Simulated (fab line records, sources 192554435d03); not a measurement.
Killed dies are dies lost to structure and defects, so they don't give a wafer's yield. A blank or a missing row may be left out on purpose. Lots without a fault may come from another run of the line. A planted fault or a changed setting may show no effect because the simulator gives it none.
Chamber matching | flow n5_finfet | N5_GATE_CUT_ETCH_28 on rie_diel-06: 4 sister chambers
The step etches underlayer in N2/H2, target depth 13 nm, time 10.4 s. 7 wafers are shown with their chamber, then 9 later ones without.

WAFERS WITH THEIR CHAMBER
wafer  | chamber | throttle_valve_pct (%) | showerhead_plenum_p_Torr (Torr)
L074.5 | 0       | 17.33                  | 2.60
L083.1 | 3       | 18.25                  | 2.48
L083.2 | 2       | 17.62                  | 2.67
L083.4 | 1       | 18.08                  | 2.39
L088.2 | 1       | 18.09                  | 2.39
L088.3 | 2       | 17.61                  | 2.66
L088.5 | 0       | 17.37                  | 2.59

WAFERS WITHOUT THEIR CHAMBER
wafer  | throttle_valve_pct (%) | showerhead_plenum_p_Torr (Torr)
L094.1 | 17.66                  | 2.71
L094.2 | 18.32                  | 2.47
L094.3 | 17.41                  | 2.59
L094.4 | 17.64                  | 2.66
L094.5 | 17.64                  | 2.66
L094.6 | 18.31                  | 2.47
L097.2 | 17.65                  | 2.65
L097.4 | 17.70                  | 2.70
L097.5 | 17.69                  | 2.70

WHICH CHAMBER EACH WENT THROUGH
wafer  | from the rows above | in truth
L094.1 | 2                   | 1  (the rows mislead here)
L094.2 | 3                   | 3
L094.3 | 0                   | 0
L094.4 | 2                   | 2
L094.5 | 2                   | 2
L094.6 | 3                   | 3
L097.2 | 2                   | 2
L097.4 | 2                   | 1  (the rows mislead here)
L097.5 | 2                   | 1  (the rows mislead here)
Placed correctly: 6 of 9. Can't be placed from these rows: 0. Placed wrongly: 3.
How it was worked out, from the rows above alone: a wafer's distance from a chamber is the root of the sum, over the readings, of the square of ((its reading less the chamber's mean) divided by the reading's scatter). The wafer belongs to the nearest chamber; if the next one is less than 2 further off, it can't be placed. A chamber's mean is the mean of its shown wafers. The scatter: the root of (the sum of the squares of (reading less its chamber's mean) over the shown wafers, divided by (wafers less chambers)).
